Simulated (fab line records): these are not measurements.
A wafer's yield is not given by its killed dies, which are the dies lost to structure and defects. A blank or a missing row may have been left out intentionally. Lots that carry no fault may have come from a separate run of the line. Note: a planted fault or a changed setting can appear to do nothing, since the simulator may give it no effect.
What tool caused it? | flow n5Finfet | 7 lots with 21 wafers sampled at 4 steps, on a route of 1938 steps

== WHAT EACH GAUGE READ, for each wafer ==
N5_BEOL_M9_CD_MEAS_18: pitch 140 nm, target cd 70 nm.
lot  | measured     | on       | cdNm (nm)
L755 | day 10 19:03 | cdSem-03 | 70.8 70.0 70.4
L758 | day 11 17:38 | cdSem-01 | 70.2 70.3 70.8
L759 | day 12 17:14 | cdSem-02 | 69.8 70.3 69.9
L765 | day 15 00:47 | cdSem-02 | - - -
L766 | day 15 09:58 | cdSem-02 | - - -
L774 | day 16 08:50 | cdSem-01 | 70.5 70.9 71.3
L776 | day 16 15:58 | cdSem-02 | 69.9 70.0 70.3

== EACH LOT AND THE TOOL THAT RAN IT (in order: tool; ch and the chambers of the sampled wafers; start) ==
lot  | N5_BEOL_M8_ANNEAL_51            | N5_BEOL_M9_HM_DEP_02        | N5_BEOL_M9_HM_OPEN_17
L755 | rtpAnneal-02 ch 0, day 10 15:30 | pvdSputter-02, day 10 18:08 | rieMetal-03 ch 0, day 10 18:52
L758 | rtpAnneal-02 ch 0, day 11 14:23 | pvdSputter-02, day 11 16:43 | rieMetal-02 ch 0,1, day 11 17:28
L759 | rtpAnneal-01 ch 0, day 12 13:47 | pvdSputter-01, day 12 16:13 | rieMetal-03 ch 0,1, day 12 17:04
L765 | rtpAnneal-02 ch 0, day 14 18:44 | pvdSputter-01, day 14 23:23 | rieMetal-01 ch 0,1, day 15 00:31
L766 | rtpAnneal-01 ch 0, day 15 06:11 | pvdSputter-03, day 15 08:55 | rieMetal-02 ch 0,1, day 15 09:47
L774 | rtpAnneal-02 ch 0, day 16 03:49 | pvdSputter-01, day 16 07:47 | rieMetal-01 ch 0,1, day 16 08:39
L776 | rtpAnneal-02 ch 0, day 16 12:37 | pvdSputter-03, day 16 14:50 | rieMetal-02 ch 0,1, day 16 15:47
- N5_BEOL_M8_ANNEAL_51: time 90 s.
- N5_BEOL_M9_HM_DEP_02: deposits TiN, target thk 20 nm.
- N5_BEOL_M9_HM_OPEN_17: chemistry Cl2/BCl3, target TiN, target depth 20 nm, overetch 6 nm.

== THE ANSWER, worked out from the rows above alone ==
Rule: the usual values come from the lots themselves. Put in order of their means at a reading, lots are off if they are a third of the lots or fewer, leave a main group of 4 or more, and stand apart from it by a gap of 3 or more times the standard deviation of the main group's means; of several such gaps the widest counts. A main group is skipped when, at the precision printed for the reading in the tables above, its means are all equal. A lot without any number at a reading at which 4 lots or more have one is off too. Any other lot the step has rows for is counted as sound.
Off: L765, L766, at N5_BEOL_M9_CD_MEAS_18 (cdNm). Without a number there: L765, L766. Main group: mean 70.4 nm, sd 0.32.
If a tool, at a process step before that reading, ran all the lots that are off and no sound lot after the first of them, it fits. Those tools and the gauges at N5_BEOL_M9_CD_MEAS_18 are tried in the same way. Of those tried, none fits.

== WHAT HAD BEEN PUT IN BY THE SIMULATOR ==
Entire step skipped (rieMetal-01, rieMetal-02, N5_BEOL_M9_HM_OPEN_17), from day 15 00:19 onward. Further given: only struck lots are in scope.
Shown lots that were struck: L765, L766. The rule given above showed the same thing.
